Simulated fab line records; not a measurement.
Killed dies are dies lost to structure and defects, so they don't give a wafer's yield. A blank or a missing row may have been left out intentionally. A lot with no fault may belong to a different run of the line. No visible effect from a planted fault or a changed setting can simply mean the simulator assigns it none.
fab line records | flow n5_finfet
[record] lots = 7 wafers = 39
route steps=1938 shown BEOL_M12@1639 MIM_BOT_ETCH@1866
start_h: hours from the record's first day to the start of the lot's first wafer shown | wait_h: hours since the lot's step before | " repeats the value in the row above | L1.1+2: a single row standing in for several wafers | - no value, or no start was given | * or withheld: withheld | < > ~ a bound
route shown NAME@n: a module of which the file shows steps, and the number in the route of the first | usual: the fault-free wafers' mean and standard deviation | same: alike in all rows | chamber/n: place in a boat | sites: readings site by site | _std_site: standard deviation of those values | _edge_site: inner sites' mean taken away from outer sites' mean | radius_mm: how far each site lies from the wafer's centre | mask NAME#n: copy n | behind: the tool/chamber that last shaped the wafer | hold: the reason the lot was held/the length of the hold in hours/how it ended | device: the transistor (n, p or np) that didn't switch | end of line: the tests these same wafers got at the end of their route | a step with no rows: only its recipe | killed: dies that structure and defects cost at the first sort, which is not the same as the wafer's yield | map: a wafer's dies, marking killed ones x, the rest . and places with no die _
set.NAME: the setting as run; set.NAME@STEP: as run at that earlier step | model.NAME: the simulator's own value behind a step, which no gauge read
lots with deliberately changed settings; one table per step, one row per wafer
[[steps]]
[step N5_BEOL_M12_TRENCH_ETCH_34]
[recipe] chemistry = C4F8/O2/Ar target = SiOC target_depth_a = 3189.5 mask_material = SOC pressure_mtorr = 30 source_w = 3000 bias_w = 700 Ar_flow_sccm = 400 C4F8_flow_sccm = 15 O2_flow_sccm = 8 he_inner_torr = 15 he_outer_torr = 30 time_s = 125.5 ion_energy_ev = 250
// columns lot.wafer tool chamber start_h wait_h set.target_depth_a model.etch.depth_nm
L079.1 rie_diel-01 0 279.45 0.0 3189.5 320.5
L079.2 " 1 " " 3189.5 320.1
L079.3 " 2 " " 1523 151.4
L079.4 " 0 " " 3189.5 321.7
L079.5 " 1 " " 1523 152.5
L079.6 " 2 " " 1523 150.4
L084.1 rie_diel-01 2 305.34 0.0 1518 152.4
L084.2 " 1 " " 3189.5 317.6
L084.3 " 3 " " 1518 151.9
L084.4 " 0 " " 3189.5 324.4
L084.5 " 0 " " 3189.5 323.7
L084.6 " 3 " " 1518 152.6
L090.1 rie_diel-06 0 345.30 0.0 3189.5 320.1
L090.2 " 2 " " 3189.5 318.1
L090.3 " 3 " " 2259 227.3
L090.4 " 1 " " 3189.5 331.7
L090.5 " 2 " " 2259 225.2
L090.6 " 3 " " 2259 229.2
L091.1 rie_diel-01 3 349.33 0.0 3189.5 321
L091.2 " 0 " " 3189.5 323.1
L091.3 " 1 " " 3189.5 323.3
L091.4 " 0 " " 3189.5 324.2
L091.5 " 1 " " 3189.5 319.3
L091.6 " 3 " " 3189.5 320.8
L093.1 rie_diel-01 3 351.61 0.0 3189.5 322.4
L093.2 " 0 " " 3189.5 327.2
L093.3 " 1 " " 3189.5 317.4
L093.4 " 3 " " 3189.5 325
L093.5 " 0 " " 3189.5 323.9
L093.6 " 1 " " 3189.5 319.2
L094.1 rie_diel-02 0 354.66 0.0 3189.5 314.8
L094.2 " 1 " " 4157 427
L094.3 " 3 " " 4157 407.7
L094.4 " 1 " " 3189.5 329.6
L094.5 " 3 " " 4157 410.1
L094.6 " 0 " " 3189.5 315.2
L092.1 rie_diel-02 1 358.33 0.0 3189.5 331.7
L092.3 " 3 " " 3189.5 316.5
L092.4 " 2 " " 3189.5 324.2
[step N5_BEOL_M12_STRIP_70]
[recipe] chemistry = C4F8/O2/Ar resist = SiARC rf_frequency_hz = 6e+07
[step N5_BEOL_M12_OCD_MEAS_35]
[usual] trench_depth_nm = 320/4.3
// columns lot.wafer tool chamber start_h wait_h set.target_depth_a@BEOL_M12_TRENCH_ETCH_34 trench_depth_nm
L079.1 ocd-01 - 279.60 0.0 3189.5 320
L079.2 " - " " 3189.5 320
L079.3 " - " " 1523 151
L079.4 " - " " 3189.5 322
L079.5 " - " " 1523 153
L079.6 " - " " 1523 150
L084.1 ocd-01 - 305.49 0.0 1518 153
L084.2 " - " " 3189.5 318
L084.3 " - " " 1518 152
L084.4 " - " " 3189.5 324
L084.5 " - " " 3189.5 324
L084.6 " - " " 1518 153
L090.1 ocd-02 - 345.46 0.0 3189.5 320
L090.2 " - " " 3189.5 319
L090.3 " - " " 2259 228
L090.4 " - " " 3189.5 332
L090.5 " - " " 2259 225
L090.6 " - " " 2259 229
L091.1 ocd-02 - 349.48 0.0 3189.5 320
L091.2 " - " " 3189.5 323
L091.3 " - " " 3189.5 323
L091.4 " - " " 3189.5 324
L091.5 " - " " 3189.5 319
L091.6 " - " " 3189.5 321
L093.1 ocd-01 - 351.76 0.0 3189.5 323
L093.2 " - " " 3189.5 327
L093.3 " - " " 3189.5 318
L093.4 " - " " 3189.5 326
L093.5 " - " " 3189.5 324
L093.6 " - " " 3189.5 320
L094.1 ocd-02 - 354.82 0.0 3189.5 315
L094.2 " - " " 4157 427
L094.3 " - " " 4157 408
L094.4 " - " " 3189.5 330
L094.5 " - " " 4157 410
L094.6 " - " " 3189.5 316
L092.1 ocd-02 - 358.48 0.0 3189.5 332
L092.3 " - " " 3189.5 316
L092.4 " - " " 3189.5 324
[step N5_BEOL_M12_STRIP_37]
[recipe] chemistry = N2/H2 power_w = 1000 temp_c = 250 h2_frac = 0.65 overash_fraction = 0.3 pressure_mtorr = withheld n2_flow_sccm = 1750 h2_flow_sccm = 3250
[step N5_BEOL_M12_ETCH_38]
[recipe] chemistry = CF4/N2 target = SiCN target_depth_a = 687 taper_deg = 2 time_s = 73.4 ion_energy_ev = 150 mask_material = SiO2 pressure_mtorr = 40 source_w = 430 bias_w = 70 Ar_flow_sccm = 100 cf4_flow_sccm = 60 n2_flow_sccm = 60
[step N5_BEOL_M12_ECD_47]
[recipe] material = Cu target_thk_a = 7200
[step N5_BEOL_M12_ANNEAL_48]
[recipe] temp_c = 225 time_s = 90 ambient = N2
[step N5_BEOL_M12_CMP_49]
[recipe] stop_on = SiOC t_overpolish_s = 20.6 down_force_psi = 1 platen_rpm = 50 clearing_platen_down_force_psi = 1.5 clearing_platen_rpm = 50 post_cmp_clean = cu_alkaline target_thk_nm = 320 clearing_platen_pad_velocity_m_s = 0.99484 pad_velocity_m_s = 0.99484
// columns lot.wafer tool chamber start_h wait_h set.target_depth_a@BEOL_M12_TRENCH_ETCH_34 model.Cu_of_BEOL_M12_ECD_47.thk_nm
L079.3 cmp-01 0 283.58 0.2 1523 150.6
L079.1 " 1 " " 3189.5 321.4
L079.4 " 2 " " 3189.5 322.4
L079.2 " 3 " " 3189.5 319.8
L079.6 " 0 " " 1523 149.8
L079.5 " 1 " " 1523 153.4
L084.3 cmp-02 3 309.77 0.2 1518 151.6
L084.4 " 0 " " 3189.5 326.4
L084.1 " 1 " " 1518 155.2
L084.2 " 2 " " 3189.5 319.2
L084.6 " 3 " " 1518 152.6
L084.5 " 0 " " 3189.5 325.4
L090.2 cmp-03 2 347.61 0.2 3189.5 317.4
L090.3 " 3 " " 2259 227.8
L090.1 " 0 " " 3189.5 321.2
L090.4 " 1 " " 3189.5 332.4
L090.5 " 2 " " 2259 225.4
L090.6 " 3 " " 2259 230
L091.3 cmp-01 1 351.57 0.2 3189.5 324.2
L091.1+6 " 2,1 " " 3189.5 321.6
L091.4 " 3 " " 3189.5 324.6
L091.2 " 0 " " 3189.5 323.8
L091.5 " 2 " " 3189.5 320
L093.3 cmp-01 3 354.55 0.2 3189.5 318.6
L093.1+5 " 0,3 " " 3189.5 324.2
L093.2 " 1 " " 3189.5 327.6
L093.4 " 2 " " 3189.5 327.4
L093.6 " 0 " " 3189.5 319.6
L094.2 cmp-01 3 356.88 0.2 4157 426.8
L094.3 " 0 " " 4157 408.2
L094.1 " 1 " " 3189.5 315.4
L094.4 " 2 " " 3189.5 331.4
L094.6 " 3 " " 3189.5 316
L094.5 " 0 " " 4157 411
L092.3 cmp-01 3 361.51 0.2 3189.5 317.2
L092.1 " 0 " " 3189.5 332.6
L092.4 " 1 " " 3189.5 325.2
[step N5_BEOL_M12_THK_MEAS_50]
[recipe] thk_meas_gauge = xrf reads = Cu_of_BEOL_M12_ECD_47
[usual] M12_THK = 321/4.7
// columns lot.wafer tool chamber start_h wait_h set.target_depth_a@BEOL_M12_TRENCH_ETCH_34 M12_THK[nm]
L079.1 film_metro-01 - 283.87 - 3189.5 321
L079.2 " - " " 3189.5 321
L079.3 " - " " 1523 150
L079.4 " - " " 3189.5 323
L079.5 " - " " 1523 152
L079.6 " - " " 1523 150
L084.1 film_metro-01 - 310.07 - 1518 156
L084.2 " - " " 3189.5 322
L084.3 " - " " 1518 153
L084.4 " - " " 3189.5 330
L084.5 " - " " 3189.5 328
L084.6 " - " " 1518 153
L090.1 film_metro-01 - 347.90 - 3189.5 322
L090.2 " - " " 3189.5 317
L090.3 " - " " 2259 228
L090.4 " - " " 3189.5 332
L090.5 " - " " 2259 225
L090.6 " - " " 2259 231
L091.1 film_metro-01 - 351.87 - 3189.5 322
L091.2 " - " " 3189.5 324
L091.3 " - " " 3189.5 323
L091.4 " - " " 3189.5 324
L091.5 " - " " 3189.5 322
L091.6 " - " " 3189.5 321
L093.1 film_metro-02 - 354.85 - 3189.5 327
L093.2 " - " " 3189.5 328
L093.3 " - " " 3189.5 320
L093.4 " - " " 3189.5 327
L093.5 " - " " 3189.5 326
L093.6 " - " " 3189.5 320
L094.1 film_metro-01 - 357.17 - 3189.5 317
L094.2 " - " " 4157 431
L094.3 " - " " 4157 411
L094.4 " - " " 3189.5 334
L094.5 " - " " 4157 415
L094.6 " - " " 3189.5 319
L092.1 film_metro-02 - 361.77 - 3189.5 332
L092.3 " - " " 3189.5 315
L092.4 " - " " 3189.5 323
[step N5_BEOL_M12_PRE_CLEAN_52]
[recipe] gas = NH3 time_s = 15 temp_c = withheld rf_power_w = 300
[step N5_BEOL_M12_DEP_53]
[recipe] material = SiCN target_thk_a = 300 temp_c = withheld precursor = 3MS/NH3 pressure_torr = 3 rf_w = 675 time_s = 10.5
[step N5_BEOL_M12_RS_MEAS_54]
[recipe] thk_meas_gauge = four-point-probe reads = Cu_of_BEOL_M12_ECD_47+Ta_of_BEOL_M12_SPUTTER_44+TaN_of_BEOL_M12_SPUTTER_43
[usual] M12_RS = 0.0598/0.00086
// columns lot.wafer tool chamber start_h wait_h set.target_depth_a@BEOL_M12_TRENCH_ETCH_34 M12_RS[ohm/sq]
L079.1 film_metro-02 - 284.04 0.1 3189.5 0.0599
L079.2 " - " " 3189.5 0.0602
L079.3 " - " " 1523 0.1342
L079.4 " - " " 3189.5 0.0595
L079.5 " - " " 1523 0.1316
L079.6 " - " " 1523 0.1351
L084.1 film_metro-02 - 310.19 0.0 1518 0.1299
L084.2 " - " " 3189.5 0.0603
L084.3 " - " " 1518 0.1333
L084.4 " - " " 3189.5 0.0589
L084.5 " - " " 3189.5 0.0591
L084.6 " - " " 1518 0.1324
L090.1 film_metro-02 - 348.03 0.0 3189.5 0.0598
L090.2 " - " " 3189.5 0.0606
L090.3 " - " " 2259 0.0859
L090.4 " - " " 3189.5 0.0577
L090.5 " - " " 2259 0.0868
L090.6 " - " " 2259 0.0850
L091.1 film_metro-01 - 351.99 0.0 3189.5 0.0598
L091.2 " - " " 3189.5 0.0595
L091.3 " - " " 3189.5 0.0593
L091.4 " - " " 3189.5 0.0591
L091.5 " - " " 3189.5 0.0601
L091.6 " - " " 3189.5 0.0599
L093.1 film_metro-01 - 354.97 0.0 3189.5 0.0593
L093.2 " - " " 3189.5 0.0587
L093.3 " - " " 3189.5 0.0605
L093.4 " - " " 3189.5 0.0587
L093.5 " - " " 3189.5 0.0593
L093.6 " - " " 3189.5 0.0601
L094.1 film_metro-01 - 357.30 0.0 3189.5 0.0610
L094.2 " - " " 4157 0.0446
L094.3 " - " " 4157 0.0466
L094.4 " - " " 3189.5 0.0580
L094.5 " - " " 4157 0.0464
L094.6 " - " " 3189.5 0.0608
L092.1 film_metro-01 - 361.89 0.0 3189.5 0.0577
L092.3 " - " " 3189.5 0.0606
L092.4 " - " " 3189.5 0.0591
[step N5_MIM_BOT_ETCH_ETCH_04]
[recipe] chemistry = CF4/O2 target = SiNx target_depth_a = 260 time_s = 13 ion_energy_ev = 100 pressure_mtorr = 40 source_w = 535 bias_w = 49 Ar_flow_sccm = 100 cf4_flow_sccm = 100 O2_flow_sccm = 10
// columns lot.wafer tool chamber start_h wait_h set.time_s model.etch.depth_nm model.MIM_BOT_ETCH.cd_offset_nm
L079.1 rie_diel-02 2 303.86 0.0 5.569 11.64 0.6
L079.2 " 0 " " 13 25.28 0
L079.3 " 1 " " 5.569 10.69 0.8
L079.4 " 3 " " 5.569 11.1 0.8
L079.5 " 0 " " 13 25.51 0
L079.6 " 3 " " 13 25.77 0.2
L084.1 rie_diel-01 1 335.99 0.0 13 26.44 -0.2
L084.2 " 0 " " 13 26.35 0
L084.3 " 3 " " 13 25.55 0
L084.4 " 1 " " 13 26.73 -0.2
L084.5 " 0 " " 13 26.51 0
L084.6 " 3 " " 13 25.59 0
L090.1 rie_diel-01 0 372.29 0.0 19.58 39.47 -0.6
L090.2 " 3 " " 13 25.28 0
L090.3 " 1 " " 19.58 40.15 -0.8
L090.4 " 0 " " 19.58 39.4 -0.6
L090.5 " 3 " " 13 25.22 0
L090.6 " 1 " " 13 26.67 0
L091.1 rie_diel-06 3 374.47 0.0 13 26.91 -0.2
L091.2 " 1 " " 14.96 31.02 -0.2
L091.3 " 0 " " 13 26.49 0
L091.4 " 2 " " 14.96 29.51 -0.2
L091.5 " 3 " " 14.96 31.24 -0.4
L091.6 " 2 " " 13 25.5 0
L093.1 rie_diel-01 0 387.36 0.0 9.225 18.66 0.4
L093.2 " 1 " " 13 26.69 -0.2
L093.3 " 2 " " 9.225 18.93 0.2
L093.4 " 3 " " 13 25.32 0
L093.5 " 2 " " 13 26.77 0
L093.6 " 3 " " 9.225 17.89 0.4
L094.1 rie_diel-06 2 388.47 0.0 13 25.77 0
L094.2 " 3 " " 13 27.04 -0.2
L094.3 " 0 " " 13 26.53 0
L094.4 " 1 " " 13 26.85 0
L094.5 " 3 " " 13 27.2 -0.2
L094.6 " 0 " " 13 26.91 0
L092.1 rie_diel-06 1 388.88 0.0 13 26.82 0
L092.3 " 2 " " 13 25.66 0
L092.4 " 3 " " 13 27.11 -0.2
[[key]]
[split] step = N5_BEOL_M12_TRENCH_ETCH_34 setting = target_depth_a stated = 3189.5 by = wafer
[response] step = N5_BEOL_M12_TRENCH_ETCH_34 reading = model.etch.depth_nm change = +3.23 per = 1% r = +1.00
[response] step = N5_BEOL_M12_OCD_MEAS_35 reading = trench_depth_nm change = +3.23 per = 1% r = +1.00
[response] step = N5_BEOL_M12_CMP_49 reading = model.Cu_of_BEOL_M12_ECD_47.thk_nm change = +3.24 per = 1% r = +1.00
[response] step = N5_BEOL_M12_THK_MEAS_50 reading = M12_THK change = +3.27 per = 1% r = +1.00
[response] step = N5_BEOL_M12_RS_MEAS_54 reading = M12_RS change = -0.00122 per = 1% r = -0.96
[split] step = N5_MIM_BOT_ETCH_ETCH_04 setting = time_s stated = 13 by = wafer
[response] step = N5_MIM_BOT_ETCH_ETCH_04 reading = model.etch.depth_nm change = +0.263 per = 1% r = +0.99
[response] step = N5_MIM_BOT_ETCH_ETCH_04 reading = model.MIM_BOT_ETCH.cd_offset_nm change = -0.0125 per = 1% r = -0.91
